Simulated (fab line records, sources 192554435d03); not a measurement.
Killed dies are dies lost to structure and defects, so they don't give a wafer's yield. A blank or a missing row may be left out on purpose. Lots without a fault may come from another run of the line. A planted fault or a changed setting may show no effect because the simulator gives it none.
A struck lot beside a sound one | flow n5_finfet | 40 steps out of a route of 1938
Sound: wafers L938.3, L938.4, L938.5. Struck: wafers L952.1, L952.2, L952.4. The cause comes at the end.
At each step with rows: each side's tool, then ch and its chambers, then its first start. Under that, the readings that differ: sound wafers | struck wafers | difference of the means | sigmas: that difference in standard deviations of wafers without a fault.
alike: readings whose means differ by less than 2 such deviations, and words and numbers that are the same on both sides. not compared: withheld readings, readings that some wafer has no value for, bounds like >300 that may hide the same value, and numbers for which the record gives no deviation and whose values overlap.
The two part at a step that has a row with sigmas, a row that says differs or no value, or rows on one side only. Numbers that don't overlap but have no deviation are shown without sigmas and don't part them. A reading that every wafer of one side lacks parts them only if that side has two wafers or more.

first, 11 steps without rows for these wafers: N5_BEOL_M3_SPUTTER_90 (material Cu, target thk 4.5 nm, time 8.29 s); N5_BEOL_M3_ANNEAL_91 (time 240 s); N5_BEOL_M3_SPUTTER_92 (material Cu, target thk 4.5 nm, time 8.29 s); N5_BEOL_M3_ANNEAL_93 (time 240 s); N5_BEOL_M3_SPUTTER_94 (material Cu, target thk 4.5 nm, time 8.29 s); N5_BEOL_M3_ANNEAL_95 (time 240 s); N5_BEOL_M3_SPUTTER_96 (material Cu, target thk 4.5 nm, time 8.29 s); N5_BEOL_M3_ECD_50 (material Cu, target thk 300 nm); N5_BEOL_M3_ANNEAL_51 (time 90 s); N5_BEOL_M3_CMP_52 (polishes, stops on SiOC, t overpolish 6.8 s, target thk 40 nm); N5_BEOL_M3_PRE_CLEAN_60 (time 15 s).
N5_BEOL_M3_CO_CAP_55: material Co, precursor CCTBA/H2, target thk 2 nm, time 102.1 s.
  sound on cvd_co-02 ch 0,1,2, day 14 06:49; struck on cvd_co-01 ch 0,1,2, day 14 05:13
  alike: heater_power_w
then, 2 steps without rows for these wafers: N5_BEOL_M3_PRE_CLEAN_56 (time 15 s); N5_BEOL_M3_DEP_57 (deposits SiCN from 3MS/NH3, target thk 8 nm, time 14 s).
N5_BEOL_M3_INSPECT_59: inspects for defects (darkfield).
  sound on defect_inspect-01, day 14 07:02; struck on defect_inspect-01, day 14 05:28
  reading          | sound     | struck      | difference | sigmas
  raw_defect_count | 98 91 106 | 573 631 568 | +492       | +21
then, 12 steps without rows for these wafers: N5_BEOL_M4_ILD_DEP_00 (deposits SiOC from DEMS/O2, target thk 79 nm, time 15.3 s); N5_BEOL_M4_PECVD_72 (deposits SiO2 from TEOS/O2, target thk 16 nm, time 18 s); N5_BEOL_M4_HM_DEP_02 (deposits TiN, target thk 20 nm); N5_BEOL_M4_COAT_61 (time 60 s, resist thk 60 nm); N5_BEOL_M4_COAT_62 (time 60 s, resist thk 12 nm); N5_BEOL_M4_COAT_73 (time 60 s, resist thk 5 nm); N5_BEOL_M4_COAT_05 (resist thk 30 nm); N5_BEOL_M4_EBR_07; N5_BEOL_M4_SOFTBAKE_06 (time 60 s); N5_BEOL_M4_EXPOSE_08 (exposes mask M4); N5_BEOL_M4_PEB_09 (peb time 60 s); N5_BEOL_M4_DEVELOP_10 (develop time 30 s).
N5_BEOL_M4_INSPECT_13: inspects for defects (brightfield).
  sound on defect_inspect-01, day 14 09:08; struck on defect_inspect-01, day 14 06:39
  reading          | sound       | struck       | difference | sigmas
  raw_defect_count | 479 509 451 | 813 1084 888 | +449       | +4
then, 9 steps without rows for these wafers: N5_BEOL_M4_DESCUM_16 (chemistry O2, time 7 s); N5_BEOL_M4_ETCH_74 (etches underlayer in N2/H2, target depth 6.5 nm, time 5.2 s); N5_BEOL_M4_ETCH_63 (etches SiARC in CF4, target depth 15.6 nm, time 26 s); N5_BEOL_M4_ETCH_64 (etches SOC in N2/H2, target depth 75 nm, overetch 22.5 nm, time 121.9 s); N5_BEOL_M4_STRIP_65 (strips in N2/H2); N5_BEOL_M4_STRIP_75 (strips in N2/H2); N5_BEOL_M4_STRIP_66 (strips in CF4); N5_BEOL_M4_HM_OPEN_17 (chemistry Cl2/BCl3, target TiN, target depth 20 nm, overetch 6 nm); N5_BEOL_M4_STRIP_19 (strips in O2).
N5_BEOL_M4_INSPECT_30: inspects for defects (brightfield).
  sound on defect_inspect-01, day 14 10:14; struck on defect_inspect-01, day 14 07:35
  reading          | sound       | struck       | difference | sigmas
  raw_defect_count | 482 497 472 | 823 1092 875 | +446       | +4
N5_BEOL_M4_RC_MEAS_101:
  sound on prober-02 ch 0, day 15 11:36; struck on prober-01 ch 0, day 14 15:13
  alike: DIBL_N, DIBL_P, IOFF_N, IOFF_P, ION_N, ION_P, SS_N, SS_P, VT_N, VT_P
-- the record jumps here: 4 days lie between the struck wafers' starts before and after (it left off in module BEOL_M4 and takes up again in module PASSIVATION, whose first step shown is number 1936 of the route) --
N5_PASSIVATION_PROBE_49:
  the record has rows for the struck wafers here (prober-02, day 19 03:13) and none for the sound ones

WHERE THEY PART
First at N5_BEOL_M3_INSPECT_59; last, within this record, at N5_PASSIVATION_PROBE_49.

WHY: what the simulator had put in
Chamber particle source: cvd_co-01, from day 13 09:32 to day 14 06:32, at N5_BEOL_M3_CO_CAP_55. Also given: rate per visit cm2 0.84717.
